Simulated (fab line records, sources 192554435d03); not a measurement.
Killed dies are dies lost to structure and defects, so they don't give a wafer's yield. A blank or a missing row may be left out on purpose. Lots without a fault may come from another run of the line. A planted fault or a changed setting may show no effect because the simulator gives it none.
A struck lot beside a sound one | flow n5_finfet | 24 steps out of a route of 1938
Sound: wafers L294.1, L294.4, L294.6. Struck: wafers L312.1, L312.2, L312.6. The cause comes at the end.
At each step with rows: each side's tool, then ch and its chambers, then its first start. Under that, the readings that differ: sound wafers | struck wafers | difference of the means | sigmas: that difference in standard deviations of wafers without a fault.
alike: readings whose means differ by less than 2 such deviations, and words and numbers that are the same on both sides. not compared: withheld readings, readings that some wafer has no value for, bounds like >300 that may hide the same value, and numbers for which the record gives no deviation and whose values overlap.
The two part at a step that has a row with sigmas, a row that says differs or no value, or rows on one side only. Numbers that don't overlap but have no deviation are shown without sigmas and don't part them. A reading that every wafer of one side lacks parts them only if that side has two wafers or more.

N5_BEOL_M8_ILD_DEP_00: deposits SiCOH lowk from DEMS/porogen, target thk 179.75 nm, time 33.4 s.
  sound on pecvd-03 ch 0,1, day 10 09:19; struck on pecvd-03 ch 0,1, day 16 12:55
  alike: heater_power_outer_w, heater_power_w, showerhead_plenum_p_Torr, throttle_valve_pct
then, 1 step without rows for these wafers: N5_BEOL_M8_CURE_74 (cures SiCOH lowk, time 240 s).
N5_BEOL_M8_THK_MEAS_01:
  sound on film_metro-01, day 10 10:07; struck on film_metro-02, day 16 13:57
  alike: M8_ILD_THK
N5_BEOL_M8_PECVD_70: deposits SiO2 from TEOS/O2, target thk 20 nm, time 22.7 s.
  sound on pecvd-03 ch 0,1, day 10 10:09; struck on pecvd-04 ch 1,2, day 16 13:59
  reading                         | sound          | struck         | difference | sigmas
  showerhead_plenum_p_Torr (Torr) | 8.82 8.80 8.77 | 8.91 8.80 8.93 | +0.08      | +3
  alike: heater_power_outer_w, heater_power_w, throttle_valve_pct
then, 8 steps without rows for these wafers: N5_BEOL_M8_HM_DEP_02 (deposits TiN, target thk 20 nm); N5_BEOL_M8_COAT_59 (time 60 s, resist thk 100 nm); N5_BEOL_M8_COAT_60 (time 60 s, resist thk 35 nm); N5_BEOL_M8_COAT_05 (resist thk 90 nm); N5_BEOL_M8_EBR_07; N5_BEOL_M8_SOFTBAKE_06 (time 60 s); N5_BEOL_M8_EXPOSE_08 (exposes mask M8); N5_BEOL_M8_PEB_09 (peb time 60 s).
N5_BEOL_M8_DEVELOP_10: develop time 30 s.
  sound on litho_track-01 ch 0, day 10 13:38; struck on litho_track-04 ch 0, day 16 15:47
N5_BEOL_M8_CD_MEAS_11: target cd 38.5 nm.
  sound on cd_sem-03 ch 0, day 10 13:42; struck on cd_sem-01 ch 0, day 16 15:51
  reading    | sound          | struck         | difference | sigmas
  cd_nm (nm) | 38.3 38.6 38.1 | 37.1 36.8 37.0 | -1.4       | -3
N5_BEOL_M8_OVL_MEAS_12:
  sound on overlay-01 ch 0, day 10 13:44; struck on overlay-01 ch 0, day 16 15:53
  alike: M8_OVL
N5_BEOL_M8_INSPECT_13: inspects for defects (brightfield).
  sound on defect_inspect-01, day 10 13:45; struck on defect_inspect-01, day 16 15:55
  alike: raw_defect_count
N5_BEOL_M8_DESCUM_16: chemistry O2, time 7.9 s.
  sound on rie_diel-06 ch 2,3, day 10 14:04; struck on rie_diel-03 ch 0,2, day 16 15:56
  alike: drypump_motor_current_A, oes_product_au, rf_vpp_V, showerhead_plenum_p_Torr, throttle_valve_pct
  not compared: rf_hours_counter_h
N5_BEOL_M8_ETCH_61: etches SiARC in CF4, target depth 45.5 nm, time 75.8 s.
  sound on rie_diel-06 ch 2,3, day 10 14:06; struck on rie_diel-03 ch 0,2, day 16 15:59
  reading                         | sound          | struck         | difference | sigmas
  etch_rf_on_time_s (s)           | 74.4 74.8 74.6 | 77.4 77.0 76.6 | +2.4       | +2
  model.BEOL_M8.cd_offset_nm (nm) | -0.2 0 -0.6    | -1.2 -1.8 -1.4 | -1.2       |
  alike: drypump_motor_current_A, oes_product_au, rf_vpp_V, showerhead_plenum_p_Torr, throttle_valve_pct
  not compared: rf_hours_counter_h, model.CAR-ArF_of_BEOL_M8_COAT_05.thk_nm
then, 2 steps without rows for these wafers: N5_BEOL_M8_ETCH_62 (etches SOC in N2/H2, target depth 110 nm, overetch 22 nm, time 165 s); N5_BEOL_M8_STRIP_68 (strips in N2/H2).
N5_BEOL_M8_STRIP_67: strips in CF4.
  sound on rie_diel-06 ch 2,3, day 10 14:19; struck on rie_diel-03 ch 0,2, day 16 16:11
  alike: drypump_motor_current_A, oes_product_au, rf_vpp_V, showerhead_plenum_p_Torr, throttle_valve_pct
  not compared: rf_hours_counter_h
N5_BEOL_M8_HM_OPEN_17: chemistry Cl2/BCl3, target TiN, target depth 20 nm, overetch 6 nm.
  sound on rie_metal-01 ch 0,1, day 10 14:21; struck on rie_metal-02 ch 0,1, day 16 16:13
  reading                         | sound       | struck       | difference | sigmas
  model.BEOL_M8.cd_offset_nm (nm) | -0.2 0 -0.6 | -1 -1.8 -1.4 | -1         |
  alike: bcl3_flow_sccm, drypump_motor_current_A, oes_product_au, throttle_valve_pct
  not compared: rf_hours_counter_h
N5_BEOL_M8_STRIP_19: strips in O2.
  sound on rie_diel-03 ch 0,1,3, day 10 14:31; struck on rie_diel-05 ch 0,2, day 16 16:20
  alike: drypump_motor_current_A, oes_product_au, rf_vpp_V, showerhead_plenum_p_Torr, throttle_valve_pct
  not compared: rf_hours_counter_h
-- the record jumps here: 4 days lie between the struck wafers' starts before and after (it left off in module BEOL_M8 and takes up again in module PASSIVATION, whose first step shown is number 1936 of the route) --
N5_PASSIVATION_PROBE_49:
  the record has rows for the struck wafers here (prober-01, day 20 06:22) and none for the sound ones

WHERE THEY PART
First at N5_BEOL_M8_PECVD_70; last, within this record, at N5_PASSIVATION_PROBE_49.

WHY: what the simulator had put in
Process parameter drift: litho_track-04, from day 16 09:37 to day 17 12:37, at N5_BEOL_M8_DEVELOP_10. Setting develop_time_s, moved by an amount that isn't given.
